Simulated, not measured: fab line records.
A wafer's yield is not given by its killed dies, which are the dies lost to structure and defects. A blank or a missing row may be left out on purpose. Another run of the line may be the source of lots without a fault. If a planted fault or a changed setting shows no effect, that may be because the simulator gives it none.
Matching of chambers ; flow n5Finfet ; rieDiel-06 running N5_BEOL_M4_VIA_ETCH_34: 4 sister chambers
The step etches the open film in C4F6/O2, target depth 69.4 nm, time 65.9 s. 8 wafers are shown with their chamber, then 9 later ones without.

WAFERS PAIRED WITH THEIR CHAMBERS
wafer;chamber;drypumpMotorCurrentA (A);showerheadPlenumPTorr (Torr)
L074.2;1;5.61;2.78
L080.2;1;5.61;2.77
L080.6;3;5.28;2.92
L085.3;2;5.74;3.02
L085.6;2;5.75;3.02
L087.1;0;5.58;2.98
L087.2;3;5.29;2.91
L087.6;0;5.58;2.98

WAFERS WITH NO CHAMBER GIVEN
wafer;drypumpMotorCurrentA (A);showerheadPlenumPTorr (Torr)
L091.3;5.28;2.91
L091.4;5.59;2.98
L091.6;5.74;3.02
L092.4;5.76;3.01
L092.5;5.63;2.76
L092.6;5.76;3.01
L095.1;5.28;2.91
L095.4;5.60;2.76
L095.5;5.61;2.76

WHICH CHAMBER EACH ONE RAN IN
wafer;from the rows above;in truth
L091.3;3;3
L091.4;0;0
L091.6;2;2
L092.4;2;2
L092.5;1;1
L092.6;2;2
L095.1;3;3
L095.4;1;1
L095.5;1;1
Placed correctly: 9 of 9. Not placeable from these rows: 0. 0 placed wrongly.
How it was worked out, from the rows above alone: a wafer's distance from a chamber is the root of the sum, over the readings, of the square of ((its reading less the chamber's mean) divided by the reading's scatter). The wafer belongs to the nearest chamber; if the next one is less than 2 further off, it can't be placed. A chamber's mean is the mean of its shown wafers. The scatter is the square root of a quotient: the sum, over the shown wafers, of each reading's squared deviation from its chamber's mean, divided by wafers minus chambers.
